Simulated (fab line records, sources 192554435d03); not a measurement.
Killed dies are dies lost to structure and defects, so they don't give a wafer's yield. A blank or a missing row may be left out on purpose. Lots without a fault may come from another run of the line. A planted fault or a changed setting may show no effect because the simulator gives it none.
Chamber matching | flow n5_finfet | N5_FIN_CUT_CUT_ETCH_28 on rie_si-06: 4 sister chambers
The step etches Si in HBr/Cl2/O2, target depth 6 nm, time 2.4 s. 8 wafers are shown with their chamber, then 9 later ones without.

WAFERS WITH THEIR CHAMBER
wafer  | chamber | throttle_valve_pct (%) | oes_product_au (a.u.)
L075.5 | 2       | 36.8                   | 1.006
L077.5 | 1       | 37.7                   | 0.987
L078.5 | 2       | 36.8                   | 1.003
L083.5 | 1       | 37.8                   | 1.000
L083.6 | 0       | 37.3                   | 0.999
L084.3 | 0       | 37.3                   | 0.998
L084.4 | 3       | 37.8                   | 0.977
L084.5 | 3       | 37.8                   | 0.970

WAFERS WITHOUT THEIR CHAMBER
wafer  | throttle_valve_pct (%) | oes_product_au (a.u.)
L086.1 | 37.8                   | 1.002
L086.2 | 37.8                   | 0.967
L086.5 | 37.8                   | 0.972
L091.1 | 37.8                   | 0.993
L091.3 | 37.8                   | 0.966
L091.4 | 36.8                   | 0.998
L096.2 | 36.8                   | 0.988
L096.3 | 37.3                   | 1.000
L096.4 | 37.7                   | 0.963

WHICH CHAMBER EACH WENT THROUGH
wafer  | from the rows above | in truth
L086.1 | 1                   | 1
L086.2 | 3                   | 3
L086.5 | 3                   | 3
L091.1 | 1                   | 1
L091.3 | 3                   | 3
L091.4 | 2                   | 2
L096.2 | 2                   | 2
L096.3 | 0                   | 0
L096.4 | 3                   | 3
Placed correctly: 9 of 9. Can't be placed from these rows: 0. Placed wrongly: 0.
How it was worked out, from the rows above alone: a wafer's distance from a chamber is the root of the sum, over the readings, of the square of ((its reading less the chamber's mean) divided by the reading's scatter). The wafer belongs to the nearest chamber; if the next one is less than 2 further off, it can't be placed. A chamber's mean is the mean of its shown wafers. The scatter: the root of (the sum of the squares of (reading less its chamber's mean) over the shown wafers, divided by (wafers less chambers)).
